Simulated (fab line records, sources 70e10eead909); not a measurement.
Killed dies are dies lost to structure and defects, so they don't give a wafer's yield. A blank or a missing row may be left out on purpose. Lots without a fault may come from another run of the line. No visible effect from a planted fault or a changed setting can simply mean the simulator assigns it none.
fab line records	flow nand_harc	part 2 of 2: steps 5 to 6 of 6
record lots=22	wafers=66	last_day=24
route steps=1159 shown A_SGD_CUT@762 A_SLIT@794 A_SIN_REMOVE@808 A_WL_FILL@824
lots with no fault: from the same line, run without faults
start_h: the number of hours between the record's first day and the start of the first shown wafer of the lot	wait_h: hours from the lot's prior step to this one	" as in the row above	L1.1+2: a single row standing in for several wafers	- no value, or no start given	* or withheld: withheld	< > ~ a bound
route shown NAME@n: names a module that has steps shown in the file, with the first one's number in the route	usual: mean/standard deviation of fault-free wafers	same: alike in all rows	chamber/n: place in a boat	sites: each site's reading	_std_site: how widely they spread, as a standard deviation	_edge_site: inner sites' mean taken away from outer sites' mean	radius_mm: for every site, how far away it sits from the centre of the wafer	mask NAME#n: copy n	behind: the last tool/chamber to shape the wafer	hold: why the lot went on hold/how many hours it stayed there/how the hold came to an end	device: the n, p or np transistor that did not switch	end of line: at the end of the route, the tests of the same wafers	a step given without rows: its recipe and nothing more	killed: count of dies lost to structure and defects at first sort (not the wafer's yield)	map: dies across one wafer; x = killed, . = not, _ = none there
set.NAME: the run value of the setting; set.NAME@STEP: its run value at that earlier step	model.NAME: the simulator's own value behind a step, which no gauge read
the route's steps for a sample of lots (tables are steps, rows are wafers)
services: the hour from which a tool's chamber was out of use, counted from the record's first day as start_h (under 0 if before that day), plus the number of hours and why
## steps
# step NHARC_A_SIN_REMOVE_INSPECT_04
# usual raw_defect_count=313/88
lot.wafer	tool	chamber	start_h	wait_h	raw_defect_count
L078.3	defect_inspect-01	-	343.51	0.0	280
L078.4	"	-	"	"	253
L078.6	"	-	"	"	292
L076.2	defect_inspect-02	-	343.51	0.0	309
L076.5	"	-	"	"	347
L076.6	"	-	"	"	383
L074.1	defect_inspect-01	-	343.52	0.0	242
L074.3	"	-	"	"	229
L074.4	"	-	"	"	266
L077.2	defect_inspect-02	-	343.54	0.0	264
L077.3	"	-	"	"	280
L077.4	"	-	"	"	303
L079.3	defect_inspect-01	-	352.63	0.0	177
L079.4	"	-	"	"	246
L079.5	"	-	"	"	269
L075.1	defect_inspect-02	-	352.63	0.0	427
L075.3	"	-	"	"	310
L075.6	"	-	"	"	352
L080.2	defect_inspect-01	-	361.60	0.0	194
L080.5	"	-	"	"	190
L080.6	"	-	"	"	264
L081.2	defect_inspect-01	-	372.94	0.0	286
L081.3	"	-	"	"	226
L081.4	"	-	"	"	268
L082.1	defect_inspect-02	-	382.36	0.0	319
L082.4	"	-	"	"	298
L082.6	"	-	"	"	436
L083.2	defect_inspect-02	-	382.38	0.0	258
L083.4	"	-	"	"	267
L083.6	"	-	"	"	266
L084.1	defect_inspect-01	-	409.92	0.0	477
L084.2	"	-	"	"	299
L084.3	"	-	"	"	222
L087.1	defect_inspect-02	-	409.93	0.0	300
L087.3	"	-	"	"	234
L087.5	"	-	"	"	299
L085.3	defect_inspect-02	-	409.97	0.0	265
L085.5	"	-	"	"	222
L085.6	"	-	"	"	240
L091.1	defect_inspect-02	-	425.89	0.0	306
L091.3	"	-	"	"	226
L091.6	"	-	"	"	193
L086.1	defect_inspect-01	-	425.89	0.0	346
L086.3	"	-	"	"	271
L086.4	"	-	"	"	282
L088.1	defect_inspect-01	-	428.80	0.0	297
L088.2	"	-	"	"	221
L088.3	"	-	"	"	287
L089.1	defect_inspect-02	-	428.80	0.1	339
L089.4	"	-	"	"	282
L089.5	"	-	"	"	196
L093.1	defect_inspect-02	-	439.91	0.0	289
L093.3	"	-	"	"	430
L093.6	"	-	"	"	365
L092.1	defect_inspect-01	-	439.91	0.0	367
L092.3	"	-	"	"	380
L092.6	"	-	"	"	337
L095.1	defect_inspect-01	-	449.72	0.0	558
L095.4	"	-	"	"	421
L095.5	"	-	"	"	430
L097.2	defect_inspect-01	-	462.56	0.0	319
L097.3	"	-	"	"	470
L097.6	"	-	"	"	332
L096.1	defect_inspect-02	-	462.56	0.0	325
L096.2	"	-	"	"	320
L096.6	"	-	"	"	271
# step NHARC_A_WL_FILL_STRIP_29
# recipe time_s=20	o2_flow_sccm=500	ar_flow_sccm=0	bias_w=0	chemistry=O2
# usual drypump_motor_current_A=5.77/0.29	mfc_ar_sccm=0.014/0.014	oes_product_au=1.004/0.011	rf_vpp_V=57.6/0.89	showerhead_plenum_p_Torr=3.45/0.12	throttle_valve_pct=17.037/0.0098
lot.wafer	tool	chamber	start_h	wait_h	drypump_motor_current_A	mfc_ar_sccm	oes_product_au	rf_hours_counter_h	rf_vpp_V	showerhead_plenum_p_Torr	throttle_valve_pct
L076.2	rie_diel-09	0	358.39	0.1	6.12	0	1.000	5.9	58.1	3.54	17.030
L076.5	"	2	"	"	6.31	0	1.007	-	58.1	3.33	17.026
L076.6	"	3	"	"	6.01	0.019	0.990	-	59.5	3.35	17.048
L078.4	rie_diel-05	1	358.44	0.1	5.41	0.033	1.006	0.4	57.9	3.31	17.035
L078.3	"	2	"	"	5.78	0	1.008	0.4	57.9	3.32	17.066
L078.6	"	3	"	"	5.33	0	0.988	-	57.3	3.51	17.037
L077.2	rie_diel-05	0	358.55	0.1	5.72	0.026	0.991	0.6	58.8	3.58	17.039
L077.4	"	1	"	"	5.41	0.033	1.004	0.5	57.3	3.31	17.030
L077.3	"	3	"	"	5.32	0	0.999	0.5	56.2	3.51	17.032
L074.3	rie_diel-07	0	361.48	0.1	6.11	0	0.992	2.8	58.6	3.72	17.029
L074.1	"	1	"	"	5.73	0.029	0.997	2.7	59.5	3.57	17.027
L074.4	"	3	"	"	5.76	0	1.006	2.8	58.5	3.43	17.008
L075.3	rie_diel-05	3	367.54	0.1	5.38	0	0.995	1.0	57.4	3.51	17.055
L075.1	"	0	"	"	5.72	0.026	0.998	0.9	58.1	3.58	17.037
L075.6	"	1	"	"	5.41	0.033	1.005	-	57.5	3.31	17.041
L079.3	rie_diel-09	3	368.36	0.1	5.99	0.019	1.001	6.3	58.3	3.35	17.028
L079.4	"	1	"	"	5.84	0.013	1.012	6.7	57.3	3.46	17.044
L079.5	"	3	"	"	6.03	0.019	1.001	-	57.4	3.35	17.037
L080.2	rie_diel-05	2	377.23	0.1	5.74	0	1.004	0.9	57.3	3.32	17.052
L080.6	"	3	"	"	5.34	0	0.991	-	56.6	3.51	17.044
L080.5	"	0	"	"	5.72	0.026	0.995	-	56.3	3.58	17.041
L081.4	rie_diel-07	0	401.13	0.1	6.11	0	0.993	3.5	57.5	3.72	17.032
L081.2	"	1	"	"	5.74	0.029	0.997	3.4	56.7	3.57	17.047
L081.3	"	3	"	"	5.77	0	1.000	3.4	58.4	3.43	17.030
L083.4	rie_diel-07	3	405.16	0.1	5.74	0	1.001	3.6	57.0	3.43	17.028
L083.2	"	0	"	"	6.11	0	0.999	3.7	55.6	3.72	17.053
L083.6	"	1	"	"	5.73	0.029	0.992	-	57.2	3.57	17.035
L082.1	rie_diel-05	2	405.19	0.1	5.73	0	1.009	1.9	57.9	3.32	17.028
L082.4	"	0	"	"	5.72	0.026	0.999	1.8	56.6	3.58	17.071
L082.6	"	2	"	"	5.75	0	0.996	-	57.6	3.32	17.047
L084.1	rie_diel-05	0	425.34	0.1	5.73	0.026	0.992	2.9	57.7	3.58	17.041
L084.2	"	2	"	"	5.73	0	1.025	2.9	56.9	3.32	17.037
L084.3	"	3	"	"	5.39	0	0.992	2.8	56.5	3.51	17.045
L087.1	rie_diel-09	2	429.95	0.1	6.30	0	1.010	10.2	57.2	3.33	17.045
L087.3	"	0	"	"	6.08	0	1.003	11.0	58.1	3.53	17.041
L087.5	"	1	"	"	5.83	0.013	1.002	-	57.5	3.46	17.032
L085.3	rie_diel-07	0	430.02	0.1	6.12	0	1.004	0.3	59.2	3.72	17.028
L085.5	"	2	"	"	5.51	0.039	0.999	-	59.3	3.46	17.038
L085.6	"	3	"	"	5.73	0	0.994	-	58.0	3.43	17.046
L086.4	rie_diel-05	2	442.40	0.1	5.74	0	1.018	3.8	57.1	3.32	17.046
L086.3	"	0	"	"	5.72	0.026	0.988	3.7	58.7	3.58	17.033
L086.1	"	1	"	"	5.42	0.033	1.030	3.8	56.8	3.31	17.029
L091.1	rie_diel-09	0	442.45	0.1	6.10	0	1.020	0.1	57.7	3.53	17.034
L091.3	"	1	"	"	5.83	0.013	0.999	0.1	57.0	3.46	17.035
L091.6	"	0	"	"	6.10	0	1.014	-	56.7	3.53	17.035
L088.2	rie_diel-09	2	446.70	0.1	6.33	0	1.011	0.1	57.8	3.33	17.030
L088.1	"	0	"	"	6.09	0	1.014	0.1	58.7	3.53	17.038
L088.3	"	1	"	"	5.81	0.013	0.994	0.1	57.1	3.46	17.023
L089.1	rie_diel-05	1	449.83	0.1	5.39	0.033	1.022	4.0	57.7	3.31	17.034
L089.4	"	2	"	"	5.80	0	1.022	3.8	58.4	3.31	17.036
L089.5	"	1	"	"	5.41	0.033	1.024	-	57.7	3.31	17.048
L092.1	rie_diel-09	3	456.65	0.1	6.04	0.019	1.006	1.0	57.8	3.35	17.043
L092.3	"	0	"	"	6.07	0	1.021	0.9	57.7	3.53	17.041
L092.6	"	3	"	"	6.04	0.019	0.992	-	59.0	3.35	17.042
L093.3	rie_diel-05	3	457.51	0.1	5.39	0	1.007	3.8	57.3	3.51	17.031
L093.1	"	0	"	"	5.78	0.026	0.998	4.0	59.6	3.58	17.030
L093.6	"	3	"	"	5.33	0	0.996	-	57.1	3.51	17.044
L095.1	rie_diel-09	0	473.22	0.1	6.08	0	1.007	2.2	55.4	3.53	17.033
L095.4	"	2	"	"	6.33	0	1.005	2.5	56.7	3.33	17.036
L095.5	"	0	"	"	6.11	0	1.008	-	57.9	3.53	17.047
L097.3	rie_diel-09	2	480.83	0.1	6.33	0	1.012	2.6	57.0	3.33	17.046
L097.2	"	0	"	"	6.09	0	1.020	2.3	58.0	3.53	17.041
L097.6	"	2	"	"	6.32	0	1.019	-	56.7	3.33	17.017
L096.2	rie_diel-05	1	480.84	0.1	5.43	0.033	1.019	4.9	56.9	3.31	17.038
L096.1	"	0	"	"	5.73	0.026	0.992	4.7	56.9	3.58	17.048
L096.6	"	1	"	"	5.43	0.033	1.011	-	58.0	3.31	17.032
## services
tool	chamber	start_h	hours	kind
cmp-01	-	301.25	2.6	repair
rie_diel-08	-	301.80	9.0	pm
rie_diel-06	1	302.64	6.3	repair
cmp-01	-	315.49	0.5	repair
rie_diel-08	1	315.84	3.2	repair
rie_diel-04	0	318.01	31.7	repair
rie_diel-06	2	319.32	1.3	repair
cmp-01	-	334.28	0.8	repair
rie_diel-05	-	340.60	9.0	pm
rie_diel-04	2	340.91	9.2	repair
rie_diel-09	1	348.07	4.0	repair
rie_diel-10	-	353.50	9.0	pm
cmp-01	-	365.89	1.0	repair
rie_diel-04	1	367.86	16.2	repair
cmp-01	-	376.33	4.0	pm
rie_diel-10	2	383.31	1.8	repair
rie_diel-09	3	387.13	3.0	repair
rie_diel-10	2	414.26	6.5	repair
rie_diel-08	2	417.84	3.3	repair
rie_diel-06	-	418.22	9.0	pm
rie_diel-08	3	420.08	9.9	repair
rie_diel-04	2	426.20	2.4	repair
rie_diel-06	3	454.67	5.0	repair
rie_diel-08	-	478.80	9.0	pm
